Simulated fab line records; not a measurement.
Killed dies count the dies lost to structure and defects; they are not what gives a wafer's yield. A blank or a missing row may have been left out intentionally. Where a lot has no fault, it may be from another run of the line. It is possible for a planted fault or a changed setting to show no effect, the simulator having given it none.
fab line records | flow nand_harc
[record] lots = 6 | wafers = 18 | last_day = 32
route steps=1302 shown A_BLC@1130 A_M0@1137 END@1302
lots with no fault: from the same line, run without faults
start_h: hours from the record's opening day to when the first of the lot's shown wafers began | wait_h: how many hours have passed since the lot's step before this one | " repeats the value in the row above | L1.1+2: one row covering several wafers at once | - no value present, or no start provided | * or withheld: withheld | < > ~ a bound
route shown NAME@n: names a module that has steps shown in the file, with the first one's number in the route | usual: mean/standard deviation taken from wafers without a fault | same: alike in all rows | chamber/n: place in a boat | sites: per-site readings | _std_site: standard deviation across them | _edge_site: outer sites' mean less inner sites' | radius_mm: how far each site lies from the wafer's centre | mask NAME#n: copy n | behind: the most recent tool/chamber to have shaped the wafer | hold: cause of the lot's hold/its duration in hours/its outcome | device: whichever transistor did not switch (one of n, p or np) | end of line: at the end of the route, the tests of the same wafers | for a step that has no rows: nothing shown but its recipe | killed: count of dies lost to structure and defects at first sort (not the wafer's yield) | map: per-die view of a wafer (x killed, . not killed, _ where there is no die)
set.NAME: the setting the step ran with; set.NAME@STEP: the setting that earlier step ran with | model.NAME: the simulator's own value behind a step, which no gauge read
lots at selected steps of the route; one table per step, one row per wafer
services: from which hour (start_h, from the record's first day; less than 0 if before it) a tool's chamber was out of use, for how many hours, and why
[[steps]]
[step NHARC_A_BLC_PVD_32]
[recipe] target_thk_a = 50 | chamber_pressure_pa = 5 | power_w = 5000 | substrate_temp_c = 200 | time_s = 17.7 | material = Ti
[usual] throttle_valve_pct = 29.3/0.78
lot.wafer | tool           | chamber | start_h | wait_h | throttle_valve_pct
L744.4    | pvd_sputter-03 | -       | -       | -      | 29.5
L744.3    | "              | -       | "       | "      | 29.6
L744.1    | "              | -       | "       | "      | 28.9
L743.4    | pvd_sputter-02 | -       | -       | -      | 30.0
L743.3    | "              | -       | "       | "      | 30.9
L743.6    | "              | -       | "       | "      | 30.9
L747.4    | pvd_sputter-03 | -       | -       | -      | 29.8
L747.1    | "              | -       | "       | "      | 29.0
L747.5    | "              | -       | "       | "      | 29.7
L756.2    | pvd_sputter-02 | -       | -       | -      | 29.1
L756.5    | "              | -       | "       | "      | 30.8
L756.6    | "              | -       | "       | "      | 28.9
L759.3    | pvd_sputter-02 | -       | -       | -      | 31.9
L759.2    | "              | -       | "       | "      | 28.9
L759.5    | "              | -       | "       | "      | 31.0
L760.3    | pvd_sputter-01 | -       | -       | -      | 29.1
L760.4    | "              | -       | "       | "      | 27.9
L760.6    | "              | -       | "       | "      | 29.0
[step NHARC_A_BLC_ALD_23]
[recipe] target_thk_a = 30 | pulse_time_s = 1 | ald_cycles = 150 | temp_c = 450 | material = TiN
[usual] heater_power_outer_w = 705/91 | heater_power_w = 1083/130 | precursor_pulse_height_rel = 0.998/0.019
lot.wafer | tool         | chamber | start_h | wait_h | heater_power_outer_w | heater_power_w | precursor_pulse_height_rel
L744.1    | ald_metal-04 | 3       | 568.53  | -      | 645                  | 1028           | 1.045
L744.4    | "            | 0       | "       | "      | 808                  | 1202           | 1.002
L744.3    | "            | 2       | "       | "      | 672                  | 1002           | 0.977
L743.3    | ald_metal-04 | 3       | 576.58  | -      | 637                  | 1005           | 1.003
L743.4    | "            | 0       | "       | "      | 809                  | 1165           | 0.995
L743.6    | "            | 1       | "       | "      | 574                  | 929            | 0.993
L747.4    | ald_metal-03 | 3       | 582.82  | -      | 792                  | 1253           | 0.959
L747.1    | "            | 0       | "       | "      | 637                  | 912            | 0.998
L747.5    | "            | 3       | "       | "      | 837                  | 1251           | 0.968
L756.2    | ald_metal-03 | 3       | 673.10  | -      | 815                  | 1213           | 1.042
L756.5    | "            | 1       | "       | "      | 871                  | 1326           | 0.992
L756.6    | "            | 2       | "       | "      | 768                  | 1087           | 1.000
L759.3    | ald_metal-04 | 2       | 706.97  | -      | 689                  | 1016           | 0.976
L759.2    | "            | 3       | "       | "      | 622                  | 964            | 0.966
L759.5    | "            | 1       | "       | "      | 560                  | 938            | 1.007
L760.4    | ald_metal-01 | 2       | 723.66  | -      | 688                  | 1083           | 0.980
L760.3    | "            | 3       | "       | "      | 612                  | 1044           | 1.009
L760.6    | "            | 1       | "       | "      | 781                  | 1114           | 1.037
[step NHARC_A_BLC_CVD_24]
[recipe] target_thk_a = 1500 | temp_c = 300 | pressure_torr = 40 | wf6_flow_sccm = 40 | h2_flow_sccm = 1600 | ar_flow_sccm = 1560 | time_s = 434 | material = W
[usual] chamber_pressure_Torr = 40.01/0.091 | heater_power_outer_w = 273/27 | heater_power_w = 465/40 | throttle_valve_pct = 8.1/0.33
lot.wafer | tool     | chamber | start_h | wait_h | chamber_pressure_Torr | heater_power_outer_w | heater_power_w | throttle_valve_pct
L744.1    | cvd_w-02 | 0       | -       | -      | 40.01                 | 304                  | 495            | 7.5
L744.4    | "        | 0       | "       | "      | 39.99                 | 310                  | 506            | 7.7
L744.3    | "        | 1       | "       | "      | 39.99                 | 309                  | 494            | 8.2
L743.3    | cvd_w-01 | 1       | -       | -      | 40.00                 | 233                  | 388            | 8.4
L743.4    | "        | 1       | "       | "      | 40.06                 | 237                  | 389            | 8.1
L743.6    | "        | 1       | "       | "      | 39.85                 | 238                  | 391            | 8.3
L747.1    | cvd_w-01 | 0       | -       | -      | 40.01                 | 255                  | 484            | 7.9
L747.4    | "        | 0       | "       | "      | 39.94                 | 255                  | 463            | 8.1
L747.5    | "        | 0       | "       | "      | 39.93                 | 259                  | 478            | 8.2
L756.2    | cvd_w-01 | 0       | -       | -      | 40.04                 | 258                  | 473            | 8.4
L756.5    | "        | 1       | "       | "      | 39.89                 | 229                  | 397            | 8.3
L756.6    | "        | 0       | "       | "      | 40.02                 | 261                  | 485            | 8.1
L759.2    | cvd_w-02 | 0       | -       | -      | 39.95                 | 283                  | 486            | 7.7
L759.3    | "        | 1       | "       | "      | 40.10                 | 290                  | 493            | 8.1
L759.5    | "        | 1       | "       | "      | 40.04                 | 295                  | 471            | 8.3
L760.4    | cvd_w-02 | 1       | -       | -      | 39.91                 | 291                  | 476            | 8.3
L760.3    | "        | 0       | "       | "      | 40.15                 | 296                  | 492            | 7.5
L760.6    | "        | 0       | "       | "      | 40.18                 | 295                  | 513            | 7.7
[step NHARC_A_BLC_CMP_25]
[recipe] t_overpolish_s = 30 | target_thk_nm = 150
[usual] motor_current_A = 11.9/0.58 | overpolish_run_s = 30.000/0.0091 | slurry_flow_ml_min = 150.0/0.42 | time_to_endpoint_s = 31/3.1
lot.wafer | tool   | chamber | start_h | wait_h | motor_current_A | overpolish_run_s | slurry_flow_ml_min | time_to_endpoint_s
L744.1    | cmp-01 | 3       | 569.29  | 0.5    | 12.0            | 29.997           | 149.5              | 30
L744.4    | "      | 0       | "       | "      | 11.2            | 30.000           | 149.9              | 23
L744.3    | "      | 1       | "       | "      | 11.9            | 29.997           | 150.3              | 32
L743.3    | cmp-03 | 0       | 577.76  | 0.6    | 12.1            | 29.999           | 150.4              | 29
L743.4    | "      | 1       | "       | "      | 12.0            | 30.009           | 150.4              | 27
L743.6    | "      | 3       | "       | "      | 11.9            | 30.010           | 149.8              | 26
L747.1    | cmp-01 | 1       | 584.01  | 0.8    | 12.3            | 30.000           | 149.8              | 38
L747.4    | "      | 2       | "       | "      | 12.2            | 29.995           | 149.1              | 31
L747.5    | "      | 2       | "       | "      | 11.8            | 30.005           | 149.6              | 31
L756.2    | cmp-01 | 2       | 673.79  | 0.4    | 12.0            | 29.995           | 149.4              | 32
L756.5    | "      | 2       | "       | "      | 12.1            | 30.006           | 150.2              | 31
L756.6    | "      | 3       | "       | "      | 11.4            | 29.993           | 149.1              | 32
L759.2    | cmp-03 | 1       | 707.66  | 0.5    | 10.6            | 29.986           | 150.1              | 28
L759.3    | "      | 3       | "       | "      | 11.8            | 29.994           | 150.3              | 30
L759.5    | "      | 2       | "       | "      | 11.4            | 29.999           | 149.9              | 33
L760.3    | cmp-01 | 3       | 724.39  | 0.3    | 11.8            | 30.026           | 149.5              | 29
L760.4    | "      | 1       | "       | "      | 11.8            | 30.000           | 150.0              | 33
L760.6    | "      | 3       | "       | "      | 12.4            | 30.005           | 149.3              | 32
[step NHARC_A_BLC_SRD_27]
[step NHARC_A_BLC_INSPECT_28]
[usual] raw_defect_count = 495/120
lot.wafer | tool              | chamber | start_h | wait_h | raw_defect_count
L744.1    | defect_inspect-01 | -       | 569.67  | 0.1    | 637
L744.3    | "                 | -       | "       | "      | 465
L744.4    | "                 | -       | "       | "      | 619
L743.3    | defect_inspect-01 | -       | 578.14  | 0.1    | 582
L743.4    | "                 | -       | "       | "      | 530
L743.6    | "                 | -       | "       | "      | 607
L747.1    | defect_inspect-02 | -       | 584.42  | 0.1    | 262
L747.4    | "                 | -       | "       | "      | 362
L747.5    | "                 | -       | "       | "      | 372
L756.2    | defect_inspect-02 | -       | 674.19  | 0.1    | 462
L756.5    | "                 | -       | "       | "      | 411
L756.6    | "                 | -       | "       | "      | 348
L759.2    | defect_inspect-01 | -       | 708.06  | 0.1    | 389
L759.3    | "                 | -       | "       | "      | 634
L759.5    | "                 | -       | "       | "      | 570
L760.3    | defect_inspect-01 | -       | 724.80  | 0.1    | 495
L760.4    | "                 | -       | "       | "      | 472
L760.6    | "                 | -       | "       | "      | 425
[step NHARC_A_M0_DEP_00]
[recipe] target_thk_a = 1500 | target_thk_nm = 150 | temp_c = withheld | pressure_torr = 5 | flow_sccm = 200 | rf_w = 600 | material = SiOC
[step NHARC_A_M0_DEHYDRATE_01]
[recipe] temp_c = 150 | time_s = 120
[step NHARC_A_M0_HMDS_02]
[recipe] time_s = 30
[step NHARC_A_M0_COAT_33]
[recipe] temp_c = 200 | time_s = 65
[step NHARC_A_M0_COAT_03]
[recipe] spin_rpm = 1500 | resist_thk_nm = 90
[step NHARC_A_M0_SOFTBAKE_04]
[recipe] temp_c = 105 | time_s = 55
[usual] exhaust_pa = 44.9/1 | heater_power_total_W = 188.47/0.14
lot.wafer | tool           | chamber | start_h | wait_h | exhaust_pa | heater_power_total_W
L744.1    | litho_track-01 | 0       | 570     | -      | 45.3       | 188.38
L744.3    | "              | 0       | "       | "      | 45.4       | 188.23
L744.4    | "              | 0       | "       | "      | 44.9       | 188.32
L743.3    | litho_track-01 | 0       | 578     | -      | 45.5       | 322.95
L743.4    | "              | 0       | "       | "      | 44.6       | 188.35
L743.6    | "              | 0       | "       | "      | 43.2       | 188.41
L747.1    | litho_track-01 | 0       | 585     | -      | 45.6       | 323.16
L747.4    | "              | 0       | "       | "      | 45.0       | 188.55
L747.5    | "              | 0       | "       | "      | 45.9       | 188.74
L756.2    | litho_track-06 | 0       | 674     | -      | 43.9       | 188.36
L756.5    | "              | 0       | "       | "      | 47.0       | 188.33
L756.6    | "              | 0       | "       | "      | 44.6       | 188.25
L759.2    | litho_track-04 | 0       | 708     | -      | 44.6       | 188.32
L759.3    | "              | 0       | "       | "      | 46.5       | 188.41
L759.5    | "              | 0       | "       | "      | 44.9       | 188.39
L760.3    | litho_track-04 | 0       | 725     | -      | 42.9       | 188.31
L760.4    | "              | 0       | "       | "      | 42.8       | 188.34
L760.6    | "              | 0       | "       | "      | 44.3       | 188.35
[step NHARC_A_M0_EBR_05]
[step NHARC_END_SORT_01]
[recipe] temp_c = 25
[usual] defect_limited_yield = 92.3/2.7 | killed_at_array = 47/18 | killed_at_other = 0.9/1.1 | killed_at_periphery = 4/3.1 | killed_dies = 52/18 | killed_open = 3.1/1.5 | killed_short = 2.4/1.5 | sort_bin_2_pct = 2.7/1.2 | sort_bin_3_pct = 0.6/0.38 | sort_bin_4_pct = 4.5/1.5 | sort_n_pass = 625/18 | sort_rim_yield_pct = 89/4.5 | sort_yield_pct = 92.3/2.7
[same] gross_dies = 677 | sort_bin_5_pct[%] = 0 | sort_bin_6_pct[%] = 0 | sort_bin_7_pct[%] = 0 | sort_bin_8_pct[%] = 0 | sort_rim_n_gross = 106.00
lot.wafer | tool      | chamber | start_h | wait_h | defect_limited_yield[%] | killed_at_array | killed_at_other | killed_at_periphery | killed_dies | killed_open | killed_short | sort_bin_2_pct[%] | sort_bin_3_pct[%] | sort_bin_4_pct[%] | sort_n_pass | sort_rim_yield_pct[%] | sort_yield_pct[%]
L744.1    | prober-02 | 0       | 611.94  | 2.5    | 95.9                    | 22              | 0               | 6                   | 28          | 6           | 2            | 1.0               | 0.1               | 3.0               | 649         | 92                    | 95.9
L744.3    | prober-02 | 0       | 613.53  | 3.1    | 95.6                    | 25              | 0               | 5                   | 30          | 5           | 5            | 1.9               | 0                 | 2.5               | 647         | 92                    | 95.6
L744.4    | prober-02 | 0       | 614.32  | 3.4    | 96.8                    | 20              | 0               | 2                   | 22          | 1           | 2            | 1.0               | 0.4               | 1.8               | 655         | 94                    | 96.8
L743.3    | prober-01 | 0       | 620.83  | 3.1    | 86.0                    | 92              | 0               | 3                   | 95          | 3           | 6            | 5.0               | 1.8               | 7.2               | 582         | 85                    | 86.0
L743.4    | prober-01 | 0       | 621.63  | 3.4    | 87.6                    | 76              | 1               | 7                   | 84          | 5           | 1            | 4.0               | 0.4               | 8.0               | 593         | 85                    | 87.6
L743.6    | prober-01 | 0       | 623.22  | 4.0    | 87.6                    | 79              | 1               | 4                   | 84          | 2           | 7            | 5.3               | 0.9               | 6.2               | 593         | 85                    | 87.6
L747.1    | prober-01 | 0       | 627.03  | 2.5    | 95.1                    | 25              | 2               | 6                   | 33          | 4           | 1            | 1.5               | 0.4               | 3.0               | 644         | 91                    | 95.1
L747.4    | prober-01 | 0       | 629.42  | 3.4    | 94.2                    | 32              | 1               | 6                   | 39          | 4           | 2            | 1.8               | 0.1               | 3.8               | 638         | 90                    | 94.2
L747.5    | prober-01 | 0       | 630.22  | 3.7    | 94.7                    | 30              | 1               | 5                   | 36          | 3           | 4            | 2.2               | 0                 | 3.1               | 641         | 91                    | 94.7
L756.2    | prober-01 | 0       | 714.86  | 2.8    | 92.5                    | 47              | 1               | 3                   | 51          | 2           | 2            | 2.4               | 0.3               | 4.9               | 626         | 92                    | 92.5
L756.5    | prober-01 | 0       | 717.30  | 3.8    | 92.2                    | 45              | 5               | 3                   | 53          | 3           | 3            | 3.2               | 0.3               | 4.3               | 624         | 90                    | 92.2
L756.6    | prober-01 | 0       | 718.12  | 4.1    | 93.8                    | 39              | 2               | 1                   | 42          | 2           | 3            | 1.5               | 0.4               | 4.3               | 635         | 87                    | 93.8
L759.2    | prober-01 | 0       | 750.90  | 2.8    | 90.7                    | 62              | 1               | 0                   | 63          | 2           | 2            | 3.0               | 0.9               | 5.5               | 614         | 85                    | 90.7
L759.3    | prober-01 | 0       | 751.70  | 3.1    | 91.9                    | 52              | 1               | 2                   | 55          | 2           | 1            | 2.1               | 0.3               | 5.8               | 622         | 91                    | 91.9
L759.5    | prober-01 | 0       | 753.30  | 3.7    | 91.3                    | 57              | 1               | 1                   | 59          | 4           | 6            | 3.5               | 0.6               | 4.6               | 618         | 87                    | 91.3
// killed by level:class
L744.1 A_CHANNEL_HOLE_D2:chamber_film_flake=7 A_CONTACT:chamber_film_flake=6 A_CHANNEL_FILL_D1:geometric_particle:open=2 P_GATE:chamber_film_flake=2 A_CHANNEL_HOLE_D1:chamber_film_flake=2 P_CONTACT:geometric_particle:short=1 P_M1:geometric_particle:open=1 A_CHANNEL_HOLE_D1:geometric_particle:short=1
L744.3 A_CHANNEL_HOLE_D2:chamber_film_flake=8 A_WL_FILL:chamber_film_flake=3 A_CHANNEL_FILL_D1:geometric_particle:open=2 P_ZERO_WELL:chamber_film_flake=2 P_M0:geometric_particle:open=1 A_SOURCE_PLATE:geometric_particle:short=1 A_CHANNEL_FILL_D1:geometric_particle:short=1 A_DECK1_JOINT:geometric_particle:short=1
L744.4 A_CHANNEL_HOLE_D2:chamber_film_flake=8 A_CONTACT:chamber_film_flake=5 A_CHANNEL_HOLE_D1:chamber_film_flake=2 A_DECK1_JOINT:geometric_particle:open=1 A_M0:geometric_particle:short=1 A_M1:geometric_particle:short=1 P_STI:chamber_film_flake=1 P_GATE:chamber_film_flake=1
L743.3 A_CHANNEL_HOLE_D1:chamber_film_flake=32 A_SLIT:chamber_film_flake=23 A_CHANNEL_HOLE_D2:chamber_film_flake=17 A_CONTACT:chamber_film_flake=8 A_CHANNEL_FILL_D1:geometric_particle:short=3 P_GATE:chamber_film_flake=2 A_WL_FILL:chamber_film_flake=2 A_CHANNEL_HOLE_D1:geometric_particle:short=1
L743.4 A_CHANNEL_HOLE_D2:chamber_film_flake=38 A_SLIT:chamber_film_flake=21 A_CHANNEL_HOLE_D1:chamber_film_flake=10 A_CONTACT:chamber_film_flake=4 P_GATE:chamber_film_flake=2 P_GATE:geometric_particle:open=1 P_M2:geometric_particle:open=1 A_WL_FILL:geometric_particle:short=1
L743.6 A_CHANNEL_HOLE_D1:chamber_film_flake=33 A_SLIT:chamber_film_flake=21 A_CHANNEL_HOLE_D2:chamber_film_flake=15 A_DECK1_JOINT:geometric_particle:short=2 A_CHANNEL_FILL_D2:geometric_particle:short=2 P_GATE:chamber_film_flake=2 A_CONTACT:chamber_film_flake=2 P_CONTACT:geometric_particle:open=1
L747.1 A_CHANNEL_HOLE_D2:chamber_film_flake=15 P_GATE:chamber_film_flake=4 A_M0:geometric_particle:open=2 THIN_TSV:chamber_film_flake=2 A_ONON_D1:geometric_particle:open=1 A_CHANNEL_HOLE_D2:geometric_particle:short=1 A_M1:geometric_particle:open=1 P_ZERO_WELL:chamber_film_flake=1
L747.4 A_CHANNEL_HOLE_D2:chamber_film_flake=14 A_SLIT:chamber_film_flake=5 A_CHANNEL_HOLE_D1:chamber_film_flake=3 P_GATE:chamber_film_flake=2 P_BONDPAD:chamber_film_flake=2 A_WL_FILL:chamber_film_flake=2 P_M0:geometric_particle:open=1 A_ONON_D1:geometric_particle:open=1
L747.5 A_CHANNEL_HOLE_D2:chamber_film_flake=13 A_CHANNEL_HOLE_D1:chamber_film_flake=4 P_GATE:chamber_film_flake=3 A_CONTACT:chamber_film_flake=3 A_SLIT:chamber_film_flake=2 P_M0:geometric_particle:open=1 A_ONON_D1:geometric_particle:short=1 A_CHANNEL_FILL_D1:geometric_particle:open=1
L756.2 A_CHANNEL_HOLE_D2:chamber_film_flake=17 A_SLIT:chamber_film_flake=9 A_CHANNEL_HOLE_D1:chamber_film_flake=9 A_CHANNEL_FILL_D2:chamber_film_flake=3 A_CONTACT:chamber_film_flake=2 P_M1:geometric_particle:short=1 A_CHANNEL_HOLE_D2:geometric_particle:open=1 A_WL_FILL:geometric_particle:short=1
L756.5 A_CHANNEL_HOLE_D2:chamber_film_flake=17 A_CHANNEL_HOLE_D1:chamber_film_flake=11 A_SLIT:chamber_film_flake=4 THIN_TSV:chamber_film_flake=4 P_GATE:chamber_film_flake=3 A_STAIRCASE:chamber_film_flake=3 A_CHANNEL_FILL_D2:chamber_film_flake=2 A_ONON_D1:geometric_particle:short=1
L756.6 A_CHANNEL_HOLE_D2:chamber_film_flake=15 A_CHANNEL_HOLE_D1:chamber_film_flake=11 A_STAIRCASE:chamber_film_flake=4 A_CONTACT:chamber_film_flake=3 THIN_TSV:chamber_film_flake=2 P_STI:geometric_particle:open=1 A_CHANNEL_FILL_D1:geometric_particle:short=1 A_DECK1_JOINT:geometric_particle:short=1
L759.2 A_CHANNEL_HOLE_D2:chamber_film_flake=18 A_CHANNEL_HOLE_D1:chamber_film_flake=10 A_SLIT:chamber_film_flake=8 A_STAIRCASE:chamber_film_flake=7 A_ZERO_WELL:chamber_film_flake=4 A_WL_FILL:chamber_film_flake=4 A_M0:chamber_film_flake=4 A_CONTACT:chamber_film_flake=3
L759.3 A_CHANNEL_HOLE_D2:chamber_film_flake=16 A_CHANNEL_HOLE_D1:chamber_film_flake=7 A_WL_FILL:chamber_film_flake=6 A_STAIRCASE:chamber_film_flake=6 A_M0:chamber_film_flake=6 A_CONTACT:chamber_film_flake=4 A_SLIT:chamber_film_flake=3 A_SGD_CUT:chamber_film_flake=2
L759.5 A_CHANNEL_HOLE_D2:chamber_film_flake=20 A_CHANNEL_HOLE_D1:chamber_film_flake=7 A_CONTACT:chamber_film_flake=7 A_STAIRCASE:chamber_film_flake=4 A_ONON_D2:geometric_particle:short=3 A_WL_FILL:chamber_film_flake=3 A_M0:chamber_film_flake=3 A_SGD_CUT:geometric_particle:short=2
[[services]]
tool           | chamber | start_h | hours | kind
cvd_w-01       | -       | 547.00  | 13.0  | pm
cmp-03         | -       | 549.84  | 1.4   | repair
litho_track-04 | -       | 553.00  | 7.0   | pm
cmp-03         | -       | 554.00  | 4.0   | pm
cvd_w-01       | 0       | 563.77  | 17.3  | repair
cmp-03         | -       | 565.42  | 2.7   | repair
ald_metal-03   | -       | 568.00  | 10.0  | pm
cmp-01         | -       | 569.85  | 1.3   | repair
cmp-01         | -       | 577.73  | 4.0   | pm
cvd_w-01       | 1       | 578.98  | 6.6   | repair
ald_metal-04   | -       | 586.65  | 1.7   | repair
pvd_sputter-02 | -       | 603.37  | 4.7   | repair
cvd_w-01       | -       | 605.24  | 1.0   | repair
cvd_w-01       | -       | 624.46  | 2.1   | repair
cvd_w-02       | -       | 631.37  | 13.0  | pm
ald_metal-04   | 1       | 632.51  | 9.1   | repair
pvd_sputter-02 | -       | 638.00  | 10.0  | pm
cmp-01         | -       | 643.81  | 3.6   | repair
pvd_sputter-02 | -       | 648.99  | 3.2   | repair
ald_metal-04   | -       | 652.00  | 10.0  | pm
cmp-01         | -       | 675.73  | 4.0   | pm
litho_track-01 | -       | 680.00  | 7.0   | pm
cvd_w-02       | 0       | 688.02  | 8.1   | repair
cmp-01         | -       | 695.01  | 23.1  | repair
[[key]]
[first_sign] step = NHARC_A_M0_SOFTBAKE_04 | reading = heater_power_total_W | direction = up | sigmas = 99+ | usual = * | struck = *
effect none on later readings
met_at NHARC_A_M0_SOFTBAKE_04
struck_wafers L743.3,L747.1
onset_between 570 578
[fault] kind = process_parameter_drift | tool = litho_track-01 | chamber = - | onset_h = 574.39 | steps = NHARC_A_M0_SOFTBAKE_04 | channel = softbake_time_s | offset = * | shape = step | end_h = 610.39 | scope = struck_wafers_only | acts_in = * | stated = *
